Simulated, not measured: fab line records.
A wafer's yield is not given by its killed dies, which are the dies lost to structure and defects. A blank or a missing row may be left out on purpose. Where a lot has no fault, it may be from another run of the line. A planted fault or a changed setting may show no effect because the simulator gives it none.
Which tool was responsible? / flow n5Finfet / 27 wafers from 9 lots sampled at 5 of the route's 1938 steps

== WHAT THE GAUGES READ, wafer by wafer ==
N5_BEOL_M7_RS_MEAS_57: a four-point-probe measurement. Usual: M7_RS typically reads 0.287 ohm/sq, with standard deviation 0.0088.
lot=L640; measured=day 9 12:38; on=filmMetro-01; M7_RS (ohm/sq)=0.285 0.297 0.283; flag=
lot=L641; measured=day 9 13:18; on=filmMetro-02; M7_RS (ohm/sq)=0.289 0.295 0.302; flag=
lot=L642; measured=day 10 00:51; on=filmMetro-02; M7_RS (ohm/sq)=0.287 0.298 0.283; flag=
lot=L643; measured=day 10 08:12; on=filmMetro-02; M7_RS (ohm/sq)=0.289 0.290 0.281; flag=
lot=L644; measured=day 10 14:46; on=filmMetro-01; M7_RS (ohm/sq)=0.270 0.263 0.275; flag=
lot=L645; measured=day 11 04:50; on=filmMetro-02; M7_RS (ohm/sq)=0.293 0.280 0.276; flag=
lot=L652; measured=day 12 17:05; on=filmMetro-01; M7_RS (ohm/sq)=0.280 0.287 0.273; flag=
lot=L657; measured=day 13 11:43; on=filmMetro-02; M7_RS (ohm/sq)=0.297 0.290 0.291; flag=
lot=L661; measured=day 15 00:08; on=filmMetro-01; M7_RS (ohm/sq)=0.297 0.286 0.278; flag=

N5_BEOL_M8_THK_MEAS_01. Usual: M8_ILD_THK typically reads 155.7 nm, with standard deviation 2.3.
lot=L640; measured=day 9 13:17; on=filmMetro-02; M8_ILD_THK (nm)=154.5 151.8 156.4; flag=
lot=L641; measured=day 9 13:56; on=filmMetro-02; M8_ILD_THK (nm)=153.0 153.5 157.9; flag=
lot=L642; measured=day 10 01:29; on=filmMetro-01; M8_ILD_THK (nm)=152.1 153.3 157.4; flag=
lot=L643; measured=day 10 09:32; on=filmMetro-02; M8_ILD_THK (nm)=153.1 156.4 155.6; flag=
lot=L644; measured=day 10 15:27; on=filmMetro-01; M8_ILD_THK (nm)=152.1 153.9 153.7; flag=
lot=L645; measured=day 11 05:28; on=filmMetro-02; M8_ILD_THK (nm)=157.9 155.3 157.3; flag=
lot=L652; measured=day 12 17:43; on=filmMetro-01; M8_ILD_THK (nm)=155.7 152.4 158.0; flag=
lot=L657; measured=day 13 12:21; on=filmMetro-02; M8_ILD_THK (nm)=155.2 155.7 154.2; flag=
lot=L661; measured=day 15 00:46; on=filmMetro-01; M8_ILD_THK (nm)=154.3 153.7 156.9; flag=

N5_BEOL_M8_CD_MEAS_28: target cd 40 nm. Usual: cdNm at 40.10 nm, with a standard deviation of 0.24.
lot=L640; measured=day 9 17:10; on=cdSem-02; cdNm (nm)=40.67 40.45 40.47; flag=
lot=L641; measured=day 9 17:00; on=cdSem-03; cdNm (nm)=40.06 40.17 40.40; flag=
lot=L642; measured=day 10 04:20; on=cdSem-02; cdNm (nm)=40.17 39.98 40.25; flag=
lot=L643; measured=day 10 11:17; on=cdSem-02; cdNm (nm)=39.94 39.84 40.31; flag=
lot=L644; measured=day 10 17:19; on=cdSem-01; cdNm (nm)=39.87 39.98 40.11; flag=
lot=L645; measured=day 11 12:16; on=cdSem-01; cdNm (nm)=40.04 40.22 40.31; flag=
lot=L652; measured=day 12 21:40; on=cdSem-02; cdNm (nm)=39.17 39.33 39.25; flag=OFF
lot=L657; measured=day 13 17:42; on=cdSem-03; cdNm (nm)=40.27 40.22 40.29; flag=
lot=L661; measured=day 15 04:50; on=cdSem-01; cdNm (nm)=40.02 40.02 40.30; flag=

== WHAT TOOL EACH LOT RAN ON (gives the tool, then ch and the chambers of the sampled wafers, and finally the start) ==
lot=L640; N5_BEOL_M8_ETCH_62=rieDiel-02 ch 1,2,3, day 9 15:39; N5_BEOL_M8_EXPOSE_25=euvScanner-02 ch 0, day 9 17:02
lot=L641; N5_BEOL_M8_ETCH_62=rieDiel-05 ch 0,1,3, day 9 16:12; N5_BEOL_M8_EXPOSE_25=euvScanner-01 ch 0, day 9 16:52
lot=L642; N5_BEOL_M8_ETCH_62=rieDiel-02 ch 2,3, day 10 03:29; N5_BEOL_M8_EXPOSE_25=euvScanner-02 ch 0, day 10 04:13
lot=L643; N5_BEOL_M8_ETCH_62=rieDiel-03 ch 1,3, day 10 10:12; N5_BEOL_M8_EXPOSE_25=euvScanner-01 ch 0, day 10 11:10
lot=L644; N5_BEOL_M8_ETCH_62=rieDiel-05 ch 1,3, day 10 16:13; N5_BEOL_M8_EXPOSE_25=euvScanner-02 ch 0, day 10 17:11
lot=L645; N5_BEOL_M8_ETCH_62=rieDiel-03 ch 1,2, day 11 08:02; N5_BEOL_M8_EXPOSE_25=euvScanner-01 ch 0, day 11 12:08
lot=L652; N5_BEOL_M8_ETCH_62=rieDiel-05 ch 0,3, day 12 20:14; N5_BEOL_M8_EXPOSE_25=euvScanner-01 ch 0, day 12 21:32
lot=L657; N5_BEOL_M8_ETCH_62=rieDiel-02 ch 0,1,3, day 13 15:32; N5_BEOL_M8_EXPOSE_25=euvScanner-02 ch 0, day 13 17:34
lot=L661; N5_BEOL_M8_ETCH_62=rieDiel-03 ch 1,2, day 15 02:34; N5_BEOL_M8_EXPOSE_25=euvScanner-02 ch 0, day 15 04:43
- N5_BEOL_M8_ETCH_62: etches SOC in N2/H2, target depth 110 nm, overetch 22 nm, time 165 s.
- N5_BEOL_M8_EXPOSE_25: exposes mask V7, target cd 40 nm.

== WHAT THE TOOLS THEMSELVES READ (means of the sampled wafers that have a number; where no wafer has one, the mark that the record gives instead) ==
N5_BEOL_M8_ETCH_62. Usual: drypumpMotorCurrentA 5.9 A, standard deviation 0.4; oesProductAu 0.70 a.u., standard deviation 0.091; rfVppV 523.2 V, standard deviation 2.4; showerheadPlenumPTorr 2.51 Torr, standard deviation 0.076; throttleValvePct 17.71 %, standard deviation 0.24.
lot=L640; tool=rieDiel-02; drypumpMotorCurrentA (A)=5.7; oesProductAu (a.u.)=0.71; rfVppV (V)=523.3; showerheadPlenumPTorr (Torr)=2.53; throttleValvePct (%)=17.74; flag=
lot=L641; tool=rieDiel-05; drypumpMotorCurrentA (A)=5.8; oesProductAu (a.u.)=0.59; rfVppV (V)=526.0; showerheadPlenumPTorr (Torr)=2.62; throttleValvePct (%)=18.00; flag=
lot=L642; tool=rieDiel-02; drypumpMotorCurrentA (A)=5.9; oesProductAu (a.u.)=0.74; rfVppV (V)=523.1; showerheadPlenumPTorr (Torr)=2.47; throttleValvePct (%)=17.73; flag=
lot=L643; tool=rieDiel-03; drypumpMotorCurrentA (A)=6.1; oesProductAu (a.u.)=0.61; rfVppV (V)=524.7; showerheadPlenumPTorr (Torr)=2.53; throttleValvePct (%)=17.72; flag=
lot=L644; tool=rieDiel-05; drypumpMotorCurrentA (A)=6.1; oesProductAu (a.u.)=0.58; rfVppV (V)=525.9; showerheadPlenumPTorr (Torr)=2.62; throttleValvePct (%)=18.20; flag=
lot=L645; tool=rieDiel-03; drypumpMotorCurrentA (A)=6.1; oesProductAu (a.u.)=0.70; rfVppV (V)=524.3; showerheadPlenumPTorr (Torr)=2.51; throttleValvePct (%)=17.64; flag=
lot=L652; tool=rieDiel-05; drypumpMotorCurrentA (A)=6.0; oesProductAu (a.u.)=0.76; rfVppV (V)=525.9; showerheadPlenumPTorr (Torr)=2.61; throttleValvePct (%)=17.63; flag=
lot=L657; tool=rieDiel-02; drypumpMotorCurrentA (A)=5.9; oesProductAu (a.u.)=0.62; rfVppV (V)=521.3; showerheadPlenumPTorr (Torr)=2.47; throttleValvePct (%)=17.91; flag=
lot=L661; tool=rieDiel-03; drypumpMotorCurrentA (A)=5.8; oesProductAu (a.u.)=0.70; rfVppV (V)=522.7; showerheadPlenumPTorr (Torr)=2.49; throttleValvePct (%)=17.59; flag=

N5_BEOL_M8_EXPOSE_25. Usual: exposureDoseMJCm2 at 42.7, with a standard deviation of 0.34.
lot=L640 tool=euvScanner-02 exposureDoseMJCm2=42.3 flag=
lot=L641 tool=euvScanner-01 exposureDoseMJCm2=42.9 flag=
lot=L642 tool=euvScanner-02 exposureDoseMJCm2=42.4 flag=
lot=L643 tool=euvScanner-01 exposureDoseMJCm2=43.0 flag=
lot=L644 tool=euvScanner-02 exposureDoseMJCm2=42.3 flag=
lot=L645 tool=euvScanner-01 exposureDoseMJCm2=43.0 flag=
lot=L652 tool=euvScanner-01 exposureDoseMJCm2=41.7 flag=
lot=L657 tool=euvScanner-02 exposureDoseMJCm2=42.2 flag=
lot=L661 tool=euvScanner-02 exposureDoseMJCm2=42.4 flag=

== THE ANSWER, worked out from the rows above alone ==
Rule: a lot counts as off when the mean over its wafers that have a number is more than 3 standard deviations away from the usual mean. A lot without any number at a reading at which 4 lots or more have one is off too. All remaining lots with rows at the step are treated as sound. After the gauges, taken in route order, come the tools' own readings; for these a lot's mean is taken, as printed above. At the first step where some lot is off, the reading lying furthest off is the one used; lots without a number count as furthest.
Off: L652, at N5_BEOL_M8_CD_MEAS_28 (cdNm).
A tool fits if, at a process step before that reading, it ran every lot that is off, and no sound lot after the first of them. The gauges at N5_BEOL_M8_CD_MEAS_28 are tried like those tools. Can't be told from this: 3 tools fit, rieDiel-05 at N5_BEOL_M8_ETCH_62, euvScanner-01 at N5_BEOL_M8_EXPOSE_25, cdSem-02 at N5_BEOL_M8_CD_MEAS_28.

== WHAT WAS PUT IN BY THE SIMULATOR ==
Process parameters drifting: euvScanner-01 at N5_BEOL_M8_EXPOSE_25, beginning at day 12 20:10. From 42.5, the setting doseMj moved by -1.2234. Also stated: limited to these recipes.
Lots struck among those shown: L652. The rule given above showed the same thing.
